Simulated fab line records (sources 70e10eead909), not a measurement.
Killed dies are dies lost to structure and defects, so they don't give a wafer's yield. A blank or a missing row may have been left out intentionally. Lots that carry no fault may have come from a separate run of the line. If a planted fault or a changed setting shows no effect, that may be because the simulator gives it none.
Chamber matching + flow nand harc + 4 sister chambers for NHARC_A_CHANNEL_FILL_D2_ETCHBACK_20 on rie diel-03
The step etches the open film in C4F8/O2/Ar, target depth 27 nm, time 13.5 s. 8 wafers are shown with their chamber, then 6 later ones without.

== WAFERS WITH THEIR CHAMBER ==
| wafer  | chamber | rf vpp V (V) | oes product au (a.u.) |
|--------|---------|--------------|-----------------------|
| L082.4 | 1       | 981          | 0.993                 |
| L086.4 | 0       | 971          | 0.909                 |
| L086.6 | 2       | 968          | 0.906                 |
| L086.1 | 0       | 970          | 0.909                 |
| L086.5 | 3       | 985          | 0.918                 |
| L091.1 | 2       | 968          | 0.996                 |
| L091.3 | 1       | 980          | 0.990                 |
| L091.5 | 3       | 985          | 1.017                 |

== WAFERS MISSING THEIR CHAMBER ==
| wafer  | rf vpp V (V) | oes product au (a.u.) |
|--------|--------------|-----------------------|
| L094.1 | 985          | 1.014                 |
| L094.4 | 968          | 0.990                 |
| L094.5 | 986          | 1.018                 |
| L097.2 | 985          | 1.015                 |
| L097.3 | 970          | 0.982                 |
| L097.4 | 968          | 0.982                 |

== WHICH CHAMBER EACH WENT THROUGH ==
| wafer  | from the rows above | in truth                   |
|--------|---------------------|----------------------------|
| L094.1 | 3                   | 3                          |
| L094.4 | 2                   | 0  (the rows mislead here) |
| L094.5 | 3                   | 3                          |
| L097.2 | 3                   | 3                          |
| L097.3 | 0                   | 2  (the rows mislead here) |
| L097.4 | 2                   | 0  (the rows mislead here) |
Placed correctly: 3 of 6. From these rows, 0 cannot be placed. Placed wrongly: 3.
How it was worked out, from the rows above alone: a wafer's distance from a chamber is the root of the sum, over the readings, of the square of ((its reading less the chamber's mean) divided by the reading's scatter). The wafer belongs to the nearest chamber; if the next one is less than 2 further off, it can't be placed. For every chamber, the mean is computed from those of its wafers that are shown. The scatter is the square root of a quotient: the sum, over the shown wafers, of each reading's squared deviation from its chamber's mean, divided by wafers minus chambers.
